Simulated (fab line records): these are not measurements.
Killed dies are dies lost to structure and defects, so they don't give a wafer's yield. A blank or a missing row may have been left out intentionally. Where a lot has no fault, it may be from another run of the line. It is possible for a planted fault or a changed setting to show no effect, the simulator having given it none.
fab line records ; flow n5Finfet
record lots=11; wafers=33; lastDay=19
route steps=1938 shown BEOL_M7@1310 BEOL_M8@1332
lots untouched by any fault: they come from a run of this same line in which no faults occurred
startH: hours from the record's opening day to when the first of the lot's shown wafers began ; waitH: hours from the lot's prior step to this one ; " unchanged from the row above ; L1.1+2: one row covering several wafers at once ; - no value present, or no start provided ; * or withheld: withheld ; < > ~ a bound
route shown NAME@n: a module of which the file shows steps, and the number in the route of the first ; usual: mean/standard deviation taken from wafers without a fault ; same: alike in all rows ; chamber/n: place in a boat ; sites: per-site readings ; _std_site: the standard deviation of these ; _edge_site: mean of outer sites minus mean of inner sites ; radiusMm: how far each site lies from the wafer's centre ; mask NAME#n: copy n ; behind: tool/chamber where the wafer was last shaped ; hold: the reason the lot was held/the length of the hold in hours/how it ended ; device: names the non-switching transistor (n, p or np) ; end of line: at the end of the route, the tests of the same wafers ; a step without rows: its recipe alone ; killed: count of dies lost to structure and defects at first sort (not the wafer's yield) ; map: the dies of a wafer, with x for killed, . for not killed, _ for no die there
set.NAME: the run value of the setting; set.NAME@STEP: its run value at that earlier step ; model.NAME: the simulator's own value behind a step, which no gauge read
route steps across a sampled set of lots; one table per step, one row per wafer
services: a tool's chamber out of use, with start hour (startH, from the record's first day; less than 0 if before it), hours out, and reason
## steps
# step N5_BEOL_M7_STRIP_80
# recipe chemistry=N2/H2; timeS=10; powerW=450; tempC=40; pressureMtorr=20; rfFrequencyHz=6e+07; biasPowerW=7; n2FlowSccm=200; h2FlowSccm=200
# usual drypumpMotorCurrentA=5.7/0.33; oesProductAu=0.75/0.071; rfVppV=59.1/0.85; showerheadPlenumPTorr=2.55/0.079; throttleValvePct=23.92/0.23
lot.wafer;tool;chamber;startH;waitH;drypumpMotorCurrentA;oesProductAu;rfHoursCounterH;rfVppV;showerheadPlenumPTorr;throttleValvePct
L152.2;rieDiel-01;0;-;-;5.7;0.72;194;59.1;2.53;24.02
L152.3;rieDiel-01;2;-;-;5.5;0.72;173;60.9;2.64;23.84
L152.5;rieDiel-01;1;-;-;6.0;0.73;-;58.9;2.53;24.08
L154.3;rieDiel-01;0;-;-;5.8;0.71;198;59.2;2.53;24.00
L154.5;rieDiel-01;3;-;-;6.5;0.72;-;57.7;2.42;23.93
L154.6;rieDiel-01;0;-;-;5.7;0.72;-;59.6;2.53;24.01
L153.1;rieDiel-03;1;-;-;5.9;0.92;13;59.8;2.70;23.88
L153.4;rieDiel-03;2;-;-;5.4;0.75;160;58.6;2.52;23.73
L153.5;rieDiel-03;3;-;-;5.5;0.73;-;59.0;2.50;24.14
L157.1;rieDiel-01;1;-;-;6.1;0.73;210;58.6;2.52;24.12
L157.2;rieDiel-01;2;-;-;5.5;0.71;193;58.4;2.63;23.86
L157.6;rieDiel-01;1;-;-;6.1;0.73;-;59.5;2.52;24.12
L161.1;rieDiel-01;3;-;-;6.5;0.72;210;59.1;2.42;23.97
L161.4;rieDiel-01;1;-;-;6.1;0.72;210;59.6;2.52;24.14
L161.6;rieDiel-01;2;-;-;5.5;0.71;-;59.5;2.63;23.87
L168.3;rieDiel-03;0;-;-;5.4;0.72;212;58.5;2.53;24.06
L168.4;rieDiel-03;2;-;-;5.3;0.72;181;59.1;2.51;23.77
L168.6;rieDiel-03;1;-;-;5.9;0.86;-;59.5;2.69;23.91
L166.2;rieDiel-03;3;-;-;5.5;0.71;234;59.0;2.49;24.14
L166.4;rieDiel-03;0;-;-;5.4;0.72;213;57.8;2.53;24.08
L166.5;rieDiel-03;3;-;-;5.5;0.71;-;58.9;2.49;24.16
L167.2;rieDiel-02;3;-;-;5.0;0.87;65;57.8;2.68;23.62
L167.3;rieDiel-02;1;-;-;5.6;0.70;232;57.4;2.62;24.05
L167.4;rieDiel-02;2;-;-;5.7;0.68;242;60.5;2.50;24.05
L171.1;rieDiel-02;3;-;-;5.0;0.86;73;58.7;2.67;23.66
L171.2;rieDiel-02;0;-;-;5.8;0.80;106;58.3;2.46;23.31
L171.3;rieDiel-02;3;-;-;5.0;0.86;-;60.1;2.68;23.65
L173.3;rieDiel-03;0;-;-;5.4;0.71;224;58.5;2.52;24.07
L173.5;rieDiel-03;3;-;-;5.5;0.71;-;59.2;2.49;24.16
L173.6;rieDiel-03;0;-;-;5.4;0.71;-;59.7;2.52;24.09
L174.1;rieDiel-01;2;-;-;5.5;0.68;234;59.7;2.61;23.93
L174.5;rieDiel-01;2;-;-;5.5;0.68;-;60.3;2.62;23.91
L174.6;rieDiel-01;0;-;-;5.7;0.68;-;58.6;2.51;24.08
# step N5_BEOL_M7_SPUTTER_48
# recipe material=Cu; targetThkA=100; tempC=-20; biasV=60; powerW=26000; chamberPressurePa=0.13; timeS=1.667
# usual cathodeDcPowerW=26000/4.8; throttleValvePct=30.7/1
lot.wafer;tool;chamber;startH;waitH;cathodeDcPowerW;throttleValvePct
L152.2;pvdSputter-03;-;208.09;0.1;26000;28.9
L152.3;pvdSputter-03;-;208.09;0.1;25996;30.2
L152.5;pvdSputter-03;-;208.09;0.1;26002;28.9
L154.3;pvdSputter-03;-;229.33;0.1;26008;28.8
L154.5;pvdSputter-03;-;229.33;0.1;26001;30.7
L154.6;pvdSputter-03;-;229.33;0.1;25994;30.6
L153.1;pvdSputter-01;-;229.64;0.1;26003;30.9
L153.4;pvdSputter-01;-;229.64;0.1;25994;29.6
L153.5;pvdSputter-01;-;229.64;0.1;25997;29.6
L157.1;pvdSputter-01;-;277.15;0.1;26010;32.3
L157.2;pvdSputter-01;-;277.15;0.1;31830;30.8
L157.6;pvdSputter-01;-;277.15;0.1;31826;30.5
L161.1;pvdSputter-02;-;277.61;0.1;25999;30.2
L161.4;pvdSputter-02;-;277.61;0.1;25993;32.2
L161.6;pvdSputter-02;-;277.61;0.1;25996;32.4
L168.3;pvdSputter-03;-;316.14;1.1;26003;31.3
L168.4;pvdSputter-03;-;316.14;1.1;26002;28.9
L168.6;pvdSputter-03;-;316.14;1.1;25999;30.8
L166.2;pvdSputter-02;-;322.64;0.1;26003;30.0
L166.4;pvdSputter-02;-;322.64;0.1;26000;30.4
L166.5;pvdSputter-02;-;322.64;0.1;26002;32.5
L167.2;pvdSputter-03;-;343.86;0.1;25994;31.5
L167.3;pvdSputter-03;-;343.86;0.1;25991;30.9
L167.4;pvdSputter-03;-;343.86;0.1;26003;30.2
L171.1;pvdSputter-03;-;372.63;0.1;25997;30.3
L171.2;pvdSputter-03;-;372.63;0.1;26011;31.2
L171.3;pvdSputter-03;-;372.63;0.1;25999;28.9
L173.3;pvdSputter-03;-;372.71;0.2;26002;31.1
L173.5;pvdSputter-03;-;372.71;0.2;25999;30.6
L173.6;pvdSputter-03;-;372.71;0.2;25999;31.0
L174.1;pvdSputter-01;-;374.25;0.1;26004;32.3
L174.5;pvdSputter-01;-;374.25;0.1;25996;30.8
L174.6;pvdSputter-01;-;374.25;0.1;26001;32.2
# step N5_BEOL_M8_ILD_DEP_00
# recipe material=SiCOH_lowk; targetThkA=1797.5; tempC=300; precursor=DEMS/porogen; pressureTorr=5; rfW=500; timeS=33.4
# usual heaterPowerW=309/43; showerheadPlenumPTorr=5.740/0.015; throttleValvePct=13.9/0.85
lot.wafer;tool;chamber;startH;waitH;heaterPowerW;showerheadPlenumPTorr;throttleValvePct
L152.2;pecvd-04;1;209.53;0.0;320;5.750;14.6
L152.3;pecvd-04;2;209.53;0.0;292;5.758;14.0
L152.5;pecvd-04;1;209.53;0.0;317;5.750;14.5
L154.3;pecvd-03;0;231.94;0.0;338;5.743;15.1
L154.5;pecvd-03;1;231.94;0.0;253;5.754;13.7
L154.6;pecvd-03;2;231.94;0.0;288;5.748;12.8
L153.1;pecvd-04;2;232.96;0.0;284;5.746;13.6
L153.4;pecvd-04;0;232.96;0.0;269;5.721;13.9
L153.5;pecvd-04;1;232.96;0.0;325;5.745;14.7
L157.1;pecvd-02;2;278.14;0.0;331;5.721;12.6
L157.2;pecvd-02;1;278.14;0.0;348;5.740;13.5
L157.6;pecvd-02;1;278.14;0.0;361;5.743;13.3
L161.1;pecvd-03;1;279.24;0.0;263;5.750;13.6
L161.4;pecvd-03;2;279.24;0.0;275;5.752;12.3
L161.6;pecvd-03;0;279.24;0.0;337;5.744;15.5
L168.3;pecvd-04;0;317.25;0.0;268;5.726;14.1
L168.4;pecvd-04;2;317.25;0.0;303;5.751;14.0
L168.6;pecvd-04;1;317.25;0.0;318;5.763;14.3
L166.2;pecvd-02;0;323.63;0.0;349;5.733;14.8
L166.4;pecvd-02;2;323.63;0.0;344;5.728;12.8
L166.5;pecvd-02;1;323.63;0.0;399;5.747;13.4
L167.2;pecvd-03;0;344.86;0.0;314;5.750;15.2
L167.3;pecvd-03;2;344.86;0.0;266;5.740;12.5
L167.4;pecvd-03;2;344.86;0.0;270;5.733;12.7
L171.1;pecvd-02;1;373.63;0.0;346;5.739;13.4
L171.2;pecvd-02;2;373.63;0.0;362;5.720;12.9
L171.3;pecvd-02;0;373.63;0.0;306;5.745;14.7
L173.3;pecvd-04;2;373.71;0.0;303;5.743;14.3
L173.5;pecvd-04;1;373.71;0.0;302;5.736;14.2
L173.6;pecvd-04;0;373.71;0.0;263;5.708;14.0
L174.1;pecvd-02;0;375.24;0.0;304;5.735;14.9
L174.5;pecvd-02;0;375.24;0.0;313;5.731;15.1
L174.6;pecvd-02;2;375.24;0.0;352;5.722;13.0
# step N5_BEOL_M8_CURE_74
# recipe tempC=385; timeS=240; ambient=He/Ar; material=SiCOH_lowk
# usual lampPowerPct=52.32/0.055; wafer_temp_C_max=387.0/0.52
lot.wafer;tool;chamber;startH;waitH;lampPowerPct;wafer_temp_C_max
L152.2;uvCure-03;2;209.68;0.1;52.34;386.4
L152.3;uvCure-03;2;209.68;0.1;52.19;387.3
L152.5;uvCure-03;2;209.68;0.1;52.35;386.2
L154.3;uvCure-01;2;232.17;0.2;52.33;386.4
L154.5;uvCure-01;2;232.17;0.2;52.39;387.2
L154.6;uvCure-01;2;232.17;0.2;52.27;387.5
L153.1;uvCure-01;2;233.03;0.0;52.33;388.1
L153.4;uvCure-01;2;233.03;0.0;52.26;387.2
L153.5;uvCure-01;2;233.03;0.0;52.32;387.2
L157.1;uvCure-03;2;278.71;0.5;52.32;386.4
L157.2;uvCure-03;2;278.71;0.5;52.31;386.9
L157.6;uvCure-03;2;278.71;0.5;52.28;386.6
L161.1;uvCure-03;2;279.30;0.0;52.24;386.9
L161.4;uvCure-03;2;279.30;0.0;52.32;386.9
L161.6;uvCure-03;2;279.30;0.0;52.33;386.8
L168.3;uvCure-03;0;317.47;0.2;52.34;386.8
L168.4;uvCure-03;0;317.47;0.2;52.35;386.9
L168.6;uvCure-03;0;317.47;0.2;52.23;386.7
L166.2;uvCure-01;2;323.78;0.1;52.21;387.8
L166.4;uvCure-01;2;323.78;0.1;52.24;387.9
L166.5;uvCure-01;2;323.78;0.1;52.30;387.5
L167.2;uvCure-01;2;345.00;0.1;52.29;387.2
L167.3;uvCure-01;2;345.00;0.1;52.32;387.6
L167.4;uvCure-01;2;345.00;0.1;52.31;387.1
L171.1;uvCure-03;1;373.69;0.0;52.25;387.7
L171.2;uvCure-03;1;373.69;0.0;52.39;386.7
L171.3;uvCure-03;1;373.69;0.0;52.35;386.8
L173.3;uvCure-01;1;374.09;0.4;52.24;386.6
L173.5;uvCure-01;1;374.09;0.4;52.32;386.5
L173.6;uvCure-01;1;374.09;0.4;52.34;387.4
L174.1;uvCure-01;2;375.31;0.0;52.30;387.9
L174.5;uvCure-01;2;375.31;0.0;52.39;387.5
L174.6;uvCure-01;2;375.31;0.0;52.32;388.8
## services
tool;chamber;startH;hours;kind
uvCure-01;-;185.30;0.5;repair
uvCure-03;-;187.17;7.1;pm
pecvd-04;1;192.15;2.1;scheduledDown
pecvd-02;2;194.93;2.1;scheduledDown
pecvd-03;2;202.38;-;clean
pecvd-03;2;202.38;-;consumableReplace:showerhead
pecvd-03;2;202.38;29.0;scheduledDown
pecvd-03;2;202.38;29.0;ventCycle
uvCure-03;-;224.02;0.2;repair
uvCure-01;-;224.39;3.7;repair
rieDiel-03;-;238.74;15.6;pm
rieDiel-02;-;241.28;5.4;repair
pecvd-02;-;250.45;0.5;repair
uvCure-03;-;254.35;7.5;pm
pvdSputter-03;-;256.81;10.5;repair
rieDiel-03;0;260.05;1.3;repair
pecvd-04;-;289.15;1.3;repair
pecvd-04;-;292.24;0.7;repair
uvCure-01;-;298.48;0.3;repair
pecvd-02;0;315.02;2.1;scheduledDown
pecvd-02;-;318.23;2.8;pm
rieDiel-03;-;329.81;14.6;pm
rieDiel-01;-;333.19;2.8;pm
pecvd-04;0;364.62;5.5;scheduledDown
## key
firstSign step=N5_BEOL_M7_SPUTTER_48; reading=cathodeDcPowerW; direction=up; sigmas=99+; usual=*; struck=*
effect none on later readings
metAt N5_BEOL_M7_SPUTTER_48
struckLots L157
struckWafers L157.2,L157.6
notActingAt N5_BEOL_M7_STRIP_80,N5_BEOL_M8_ILD_DEP_00,N5_BEOL_M8_CURE_74
fault kind=processParameterDrift; tool=pvdSputter-01; chamber=-; onsetH=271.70; steps=N5_BEOL_M7_SPUTTER_48; channel=powerW; offset=*; shape=step; endH=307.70; actsIn=*; stated=*; scope=struckWafersOnly
